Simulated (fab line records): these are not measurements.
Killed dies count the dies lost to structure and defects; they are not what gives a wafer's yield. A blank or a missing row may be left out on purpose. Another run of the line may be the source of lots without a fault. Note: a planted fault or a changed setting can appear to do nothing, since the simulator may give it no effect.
A struck lot beside a sound one :: flow n5 finfet :: 43 out of 1938 route steps
Sound: wafers L632.1, L632.4, L632.5. Struck: wafer L654.6 (left out: L654.4, a lot-mate that was not struck); the cause follows at the end.
Per side, at each step with rows, come the tool, then ch with its chambers, and then its first start. Under that, the readings that differ: sound wafers :: struck wafers :: difference of the means :: sigmas: that difference in standard deviations of wafers without a fault.
alike: a reading whose means differ by less than 2 such deviations, as well as words and numbers matching on both sides. not compared: withheld readings; readings where some wafer has no value; bounds like >300 that might hide an equal value; numbers whose values overlap and for which the record gives no deviation.
Wherever a step has rows on one side only, a row that says differs or no value, or a row with sigmas, the two part there. Non-overlapping numbers with no deviation appear without sigmas and do not part them. A reading missing from all wafers of one side parts the sides only when that side holds two or more wafers.

N5_PASSIVATION_OVL_MEAS_60:
  sound on overlay-02 ch 0, day 12 01:52; struck on overlay-02 ch 0, day 18 02:25
reading: TV_OVL (nm)
sound: -4 -11 -6
struck: 7
difference: +14
sigmas: +3
N5_PASSIVATION_INSPECT_61: inspects for defects (macro).
  sound on defect inspect-02, day 12 01:53; struck on defect inspect-01, day 18 02:26
  alike: raw defect count
N5_PASSIVATION_DESCUM_12: chemistry O2, time 7.9 s.
  sound on rie diel-04 ch 1,3, day 12 02:03; struck on rie diel-04 ch 1, day 18 02:28
  alike: drypump motor current A, oes product au, rf vpp V, showerhead plenum p Torr, throttle valve pct
  not compared: rf hours counter h
then, 3 steps without rows for these wafers: N5_PASSIVATION_PASS_ETCH_74 (etches SiNx in CF4/O2, target depth 220 nm, time 110 s); N5_PASSIVATION_VIA_ETCH_13 (etches SiO2 in CHF3/O2, target depth 660 nm, time 330 s); N5_PASSIVATION_STRIP_14 (strips in O2).
N5_PASSIVATION_ETCH_15: etches SiCN in CF4/N2, target depth 75 nm, time 81.2 s.
  sound on rie diel-04 ch 1,3; struck on rie diel-04 ch 1
  alike: drypump motor current A, mfc ar sccm, oes product au, rf vpp V, showerhead plenum p Torr, throttle valve pct
  not compared: rf hours counter h
then, 3 steps without rows for these wafers: N5_PASSIVATION_STRIP_73 (strips in post etch residue remover, time 60 s); N5_PASSIVATION_SRD_17 (time 30 s, dry time 30 s); N5_PASSIVATION_DEGAS_18 (time 60 s).
N5_PASSIVATION_PRE_CLEAN_19:
  sound on pvd sputter-02, day 12 02:45; struck on pvd sputter-03, day 18 03:31
  alike: heater power w
then, 1 step without rows for these wafers: N5_PASSIVATION_SPUTTER_20 (material TaN, target thk 50 nm).
N5_PASSIVATION_AL_DEP_21: deposits Al, target thk 2800 nm, time 170 s.
  sound on pvd sputter-02, day 12 02:53; struck on pvd sputter-03, day 18 03:40
reading: model.Al_of_PASSIVATION_AL_DEP_21.thk nm (nm)
sound: 2768 2720 2739
struck: 1920
difference: -822
sigmas: 
  alike: throttle valve pct
then, 8 steps without rows for these wafers: N5_PASSIVATION_HMDS_23 (time 60 s); N5_PASSIVATION_COAT_24; N5_PASSIVATION_EBR_26; N5_PASSIVATION_SOFTBAKE_25 (time 90 s); N5_PASSIVATION_EXPOSE_27 (exposes mask PAD, defocus 0 nm); N5_PASSIVATION_PEB_28; N5_PASSIVATION_DEVELOP_29 (develop time 60 s); N5_PASSIVATION_HARDBAKE_31 (time 120 s).
N5_PASSIVATION_CD_MEAS_30: target cd 4000 nm.
  sound on cd sem-02 ch 0, day 12 03:22; struck on cd sem-02 ch 0, day 18 04:16
  alike: cd nm
N5_PASSIVATION_OVL_MEAS_63:
  sound on overlay-02 ch 0, day 12 03:23; struck on overlay-01 ch 0, day 18 04:17
  alike: PAD_OVL
N5_PASSIVATION_INSPECT_64: inspects for defects (macro).
  sound on defect inspect-02, day 12 03:25; struck on defect inspect-01, day 18 04:19
  alike: raw defect count
N5_PASSIVATION_DESCUM_32: chemistry O2, time 7.9 s.
  sound on rie diel-06 ch 0,1,3, day 12 03:27; struck on rie diel-02 ch 3, day 18 04:20
reading: drypump motor current A (A)
sound: 5.8 6.1 6.2
struck: 4.9
difference: -1.1
sigmas: -3

reading: rf vpp V (V)
sound: 244.6 242.5 244.6
struck: 241.0
difference: -2.9
sigmas: -2
  alike: oes product au, showerhead plenum p Torr, throttle valve pct
  not compared: rf hours counter h
then, 2 steps without rows for these wafers: N5_PASSIVATION_AL_ETCH_33 (etches Al in Cl2/BCl3, stops on TaN, target depth 2800 nm, time 466.7 s); N5_PASSIVATION_ETCH_59 (etches TaN in Cl2/BCl3, target depth 65 nm, time 34.9 s).
N5_PASSIVATION_STRIP_34: strips in O2.
  sound on rie diel-02 ch 1,2,3, day 12 04:03; struck on rie diel-02 ch 1, day 18 05:26
  alike: drypump motor current A, oes product au, rf vpp V, showerhead plenum p Torr, throttle valve pct
  not compared: rf hours counter h
then, 13 steps without rows for these wafers: N5_PASSIVATION_STRIP_51 (strips in post etch residue remover, time 1200 s); N5_PASSIVATION_CLEAN_69 (cleans in IPA, time 180 s); N5_PASSIVATION_SRD_70 (time 30 s); N5_PASSIVATION_PECVD_53 (deposits SiO2 from TEOS/O2, target thk 800 nm, time 169.4 s); N5_PASSIVATION_PECVD_35 (deposits SiNx from SiH4/NH3/N2, target thk 700 nm, time 151.3 s); N5_PASSIVATION_HMDS_37 (time 60 s); N5_PASSIVATION_COAT_38; N5_PASSIVATION_EBR_40; N5_PASSIVATION_SOFTBAKE_39 (time 120 s); N5_PASSIVATION_EXPOSE_41 (exposes mask PASS OPEN, defocus 0 nm, target cd 40000 nm); N5_PASSIVATION_PEB_42; N5_PASSIVATION_DEVELOP_43 (develop time 60 s); N5_PASSIVATION_HARDBAKE_45 (time 120 s).
N5_PASSIVATION_CD_MEAS_44: target cd 40000 nm.
  sound on cd sem-03 ch 0, day 12 05:12; struck on cd sem-01 ch 0, day 18 06:29
  alike: cd nm
N5_PASSIVATION_STRIP_52: strips in post etch residue remover, time 1200 s.
  sound on wet bench-03 ch 1,3,7, day 12 06:07; struck on wet bench-03 ch 0, day 18 07:11
reading: model.Al_of_PASSIVATION_AL_DEP_21.thk nm (nm)
sound: 2753 2705 2724
struck: 1904
difference: -823
sigmas: 

## WHERE THEY PART
Last at N5_PASSIVATION_DESCUM_32 as far as this record goes, first at N5_PASSIVATION_OVL_MEAS_60. Later steps at which nothing parts them and some readings are alike: N5_PASSIVATION_STRIP_34, N5_PASSIVATION_CD_MEAS_44.

WHY: what the simulator had put in
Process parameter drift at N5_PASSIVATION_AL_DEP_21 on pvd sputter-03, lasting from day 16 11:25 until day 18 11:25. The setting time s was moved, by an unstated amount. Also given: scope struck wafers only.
